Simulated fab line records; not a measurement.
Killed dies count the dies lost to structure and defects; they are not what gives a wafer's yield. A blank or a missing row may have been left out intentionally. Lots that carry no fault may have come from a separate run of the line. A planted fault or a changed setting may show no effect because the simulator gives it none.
Chamber matching -- flow n5_finfet -- rie_diel-03 running N5_BEOL_M7_DESCUM_16: 4 sister chambers
The step chemistry O2, time 7.9 s. 8 wafers are shown with their chamber, then 8 later ones without.

## WAFERS PAIRED WITH THEIR CHAMBERS
wafer,chamber,showerhead_plenum_p_Torr (Torr),oes_product_au (a.u.)
L080.1,2,2.05,0.90
L078.4,3,2.18,0.75
L078.5,1,2.17,0.74
L078.6,2,2.05,0.91
L081.3,0,2.03,0.87
L081.5,0,2.03,0.86
L081.6,1,2.17,0.73
L088.2,3,2.17,0.74

## WAFERS WITH NO CHAMBER GIVEN
wafer,showerhead_plenum_p_Torr (Torr),oes_product_au (a.u.)
L088.4,2.17,0.72
L088.6,2.17,0.73
L092.3,2.16,0.71
L092.4,2.17,0.72
L092.6,2.02,0.84
L093.1,2.16,0.71
L093.3,2.02,0.84
L093.4,2.17,0.74

## WHICH CHAMBER EACH WENT THROUGH
wafer,from the rows above,in truth
L088.4,can't be placed: 1 or 3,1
L088.6,can't be placed: 1 or 3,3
L092.3,can't be placed: 1 or 3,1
L092.4,can't be placed: 1 or 3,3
L092.6,0,0
L093.1,can't be placed: 1 or 3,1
L093.3,0,0
L093.4,can't be placed: 1 or 3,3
Placed correctly: 2 of 8. Cannot be placed on the basis of these rows: 6; the candidates contain the true chamber in 6. Number placed wrongly: 0.
How it was worked out, from the rows above alone: a wafer's distance from a chamber is the root of the sum, over the readings, of the square of ((its reading less the chamber's mean) divided by the reading's scatter). The wafer belongs to the nearest chamber; if the next one is less than 2 further off, it can't be placed. Each chamber's mean is taken over the wafers shown for it. The scatter: the root of (the sum of the squares of (reading less its chamber's mean) over the shown wafers, divided by (wafers less chambers)).
